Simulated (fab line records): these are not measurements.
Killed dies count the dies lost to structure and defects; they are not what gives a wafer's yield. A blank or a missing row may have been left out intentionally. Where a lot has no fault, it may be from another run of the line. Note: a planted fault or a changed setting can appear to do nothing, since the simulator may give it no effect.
Which tool is to blame? -- flow nand-harc -- Sampling: 11 lots, 33 wafers, 5 of 1302 route steps

## WHAT EACH GAUGE READ, for each wafer
NHARC_END_SORT_01.
lot,measured,on,killed-at-array,killed-at-other,killed-at-periphery,killed-dies,killed-open,killed-short
L694,day 26 05:54,prober-02,59 64 48,0 0 0,618 613 629,677 677 677,6 6 5,4 1 1
L695,day 27 22:08,prober-01,58 70 59,1 2 0,618 605 618,677 677 677,4 4 0,1 4 2

## TOOL THAT RAN EACH LOT (tool first, then ch and the chambers of the sampled wafers, then the start)
lot,NHARC_P_GATE_HM_OPEN_105,NHARC_P_GATE_ALD_36,NHARC_P_GATE_ETCHBACK_37,NHARC_P_GATE_STRIP_101
L690,"rie-diel-01 ch 0,1,2, day 6 00:35 or earlier","ald-sin-01 ch 0,1,3, day 6 00:35","rie-diel-12 ch 0,1,3, day 6 10:05","rie-diel-12 ch 0,1,2, day 6 10:10"
L691,"rie-diel-01 ch 0,1, day 6 12:18 or earlier","ald-sin-04 ch 0,1,3, day 6 12:18","rie-diel-09 ch 0,2, day 6 21:52","rie-diel-09 ch 0,1,2, day 6 21:57"
L692,"rie-diel-09 ch 1,3, day 6 13:57 or earlier","ald-sin-03 ch 1,2,3, day 6 13:57","rie-diel-09 ch 2,3, day 6 22:24","rie-diel-09 ch 1,2, day 6 22:29"
L694,"rie-diel-01 ch 0,1,3, day 7 17:32 or earlier","ald-sin-04 ch 1,2, day 7 17:32","rie-diel-12 ch 0,2,3, day 8 03:02","rie-diel-12 ch 0,2,3, day 8 03:07"
L695,"rie-diel-01 ch 0,1,2, day 8 14:11 or earlier","ald-sin-01 ch 0,1,3, day 8 14:11","rie-diel-12 ch 0,3, day 8 21:35","rie-diel-12 ch 1,2, day 8 21:40"
L697,"rie-diel-01 ch 1,2,3, day 8 22:25 or earlier","ald-sin-04 ch 1,2,3, day 8 22:25","rie-diel-09 ch 0,1,2, day 9 07:58","rie-diel-09 ch 0,1,2, day 9 08:04"
L706,"rie-diel-09 ch 0,2, day 12 10:28 or earlier","ald-sin-04 ch 2,3, day 12 10:28","rie-diel-12 ch 0,1, day 12 19:56","rie-diel-12 ch 1,2,3, day 12 20:02"
L707,"rie-diel-01 ch 0,1,3, day 12 22:58 or earlier","ald-sin-03 ch 1,3, day 12 22:58","rie-diel-12 ch 0,2,3, day 13 07:31","rie-diel-12 ch 2,3, day 13 07:36"
L708,"rie-diel-09 ch 2,3, day 13 13:59 or earlier","ald-sin-01 ch 0,2, day 13 13:59","rie-diel-01 ch 2,3, day 13 23:29","rie-diel-01 ch 0,2,3, day 13 23:34"
L709,"rie-diel-09 ch 1,2, day 13 19:20 or earlier","ald-sin-04 ch 0,1,2, day 13 19:20","rie-diel-09 ch 1,2,3, day 14 02:44","rie-diel-09 ch 0,2,3, day 14 02:49"
L710,"rie-diel-12 ch 1,2,3, day 14 03:57 or earlier","ald-sin-03 ch 1,3, day 14 03:57","rie-diel-12 ch 0,1,2, day 14 15:40","rie-diel-12 ch 0,1,2, day 14 15:45"
- NHARC_P_GATE_HM_OPEN_105: chemistry O2/COS, target depth 360 nm.
- NHARC_P_GATE_ALD_36: deposits SiNx, target thk 20 nm, pulse time 60 s, ald cycles 223.
- NHARC_P_GATE_ETCHBACK_37: etches the open film in CHF3/O2, target depth 34.5 nm, time 17.2 s.
- NHARC_P_GATE_STRIP_101: strips in O2, time 20 s.

## WHAT THE TOOLS THEMSELVES READ (means of the sampled wafers that have a number; where no wafer has one, the mark that the record gives instead)
NHARC_P_GATE_HM_OPEN_105.
lot,tool,drypump-motor-current-A (A),oes-product-au (a.u.),rf-vpp-V (V),showerhead-plenum-p-Torr (Torr),throttle-valve-pct (%)
L690,rie-diel-01,5.2,1.004,469.8,3.25,28.338
L691,rie-diel-01,5.1,0.998,472.3,3.31,28.331
L692,rie-diel-09,6.4,1.006,468.7,3.21,28.332
L694,rie-diel-01,5.6,0.999,471.0,3.25,28.335
L695,rie-diel-01,5.2,1.004,469.5,3.25,28.332
L697,rie-diel-01,5.7,1.005,468.8,3.19,28.328
L706,rie-diel-09,6.0,1.003,468.9,3.20,28.328
L707,rie-diel-01,5.7,1.001,470.6,3.25,28.332
L708,rie-diel-09,6.2,1.000,469.7,3.24,28.322
L709,rie-diel-09,6.5,1.005,466.0,3.05,28.338
L710,rie-diel-12,5.8,1.004,466.8,3.13,28.329

NHARC_P_GATE_ALD_36.
lot,tool,heater-power-w (W),precursor-pulse-height-rel
L690,ald-sin-01,859,0.998
L691,ald-sin-04,954,1.004
L692,ald-sin-03,848,1.000
L694,ald-sin-04,1003,1.003
L695,ald-sin-01,851,0.995
L697,ald-sin-04,982,1.007
L706,ald-sin-04,899,0.984
L707,ald-sin-03,856,1.020
L708,ald-sin-01,863,1.003
L709,ald-sin-04,982,1.006
L710,ald-sin-03,815,1.017

NHARC_P_GATE_ETCHBACK_37.
lot,tool,bias-w (W),chamber-pressure-mTorr (mTorr),drypump-motor-current-A (A),oes-product-au (a.u.),rf-vpp-V (V),showerhead-plenum-p-Torr (Torr),throttle-valve-pct (%)
L690,rie-diel-12,199.6,24.982,5.6,0.92,369.4,2.35,20.567
L691,rie-diel-09,200.6,25.023,6.0,1.00,372.2,2.47,20.569
L692,rie-diel-09,200.3,25.001,6.2,0.93,372.0,2.45,20.578
L694,rie-diel-12,-,-,-,-,-,-,-
L695,rie-diel-12,-,-,-,-,-,-,-
L697,rie-diel-09,200.2,25.002,6.2,0.93,372.4,2.44,20.561
L706,rie-diel-12,199.7,24.989,5.2,1.00,368.6,2.30,20.569
L707,rie-diel-12,200.2,25.020,5.7,1.00,369.8,2.36,20.568
L708,rie-diel-01,200.1,25.004,5.7,0.92,370.7,2.39,20.563
L709,rie-diel-09,200.2,24.985,6.4,0.95,370.4,2.42,20.575
L710,rie-diel-12,199.9,25.016,5.4,0.93,369.8,2.36,20.579

NHARC_P_GATE_STRIP_101.
lot,tool,drypump-motor-current-A (A),oes-product-au (a.u.),rf-vpp-V (V),showerhead-plenum-p-Torr (Torr),throttle-valve-pct (%)
L690,rie-diel-12,5.4,1.004,57.6,3.48,17.042
L691,rie-diel-09,6.2,0.995,57.3,3.58,17.027
L692,rie-diel-09,6.5,1.003,58.0,3.45,17.029
L694,rie-diel-12,5.7,1.008,57.4,3.47,17.042
L695,rie-diel-12,5.7,1.006,57.8,3.57,17.044
L697,rie-diel-09,6.2,1.005,57.6,3.58,17.035
L706,rie-diel-12,5.8,1.004,57.7,3.54,17.046
L707,rie-diel-12,6.1,1.000,58.1,3.54,17.029
L708,rie-diel-01,5.6,1.003,58.5,3.58,17.032
L709,rie-diel-09,6.0,1.007,58.0,3.68,17.034
L710,rie-diel-12,5.4,1.005,58.0,3.47,17.046

## THE ANSWER, worked out from the rows above alone
Rule: usual is defined by the lots themselves. The widest of any qualifying gaps counts: lots, ordered by their means at a reading, are off when they make up no more than a third of the lots, leave a main group of 4 or more, and stand apart from it by 3 or more times the standard deviation of that group's means. The tables above print the reading to a certain number of digits; a main group whose means all agree to those digits is not used. A lot without any number at a reading at which 4 lots or more have one is off too. The other lots that the step has rows for count as sound. After the gauges, taken in route order, come the tools' own readings; for these a lot's mean is taken, as printed above. At the first step where some lot is off, the reading lying furthest off is the one used; lots without a number count as furthest.
Off at NHARC_P_GATE_ETCHBACK_37 (bias-w): L694, L695. Without a number there: L694, L695. For the main group the mean is 200.1 W and the standard deviation 0.29.
A tool fits if, at that step or a process step before it, it ran every lot that is off, and no sound lot after the first of them. With no start given for some of its lots, NHARC_P_GATE_HM_OPEN_105 uses the hours and lot order of NHARC_P_GATE_ALD_36. No candidate that was tried fits.

## WHAT WAS PUT IN BY THE SIMULATOR
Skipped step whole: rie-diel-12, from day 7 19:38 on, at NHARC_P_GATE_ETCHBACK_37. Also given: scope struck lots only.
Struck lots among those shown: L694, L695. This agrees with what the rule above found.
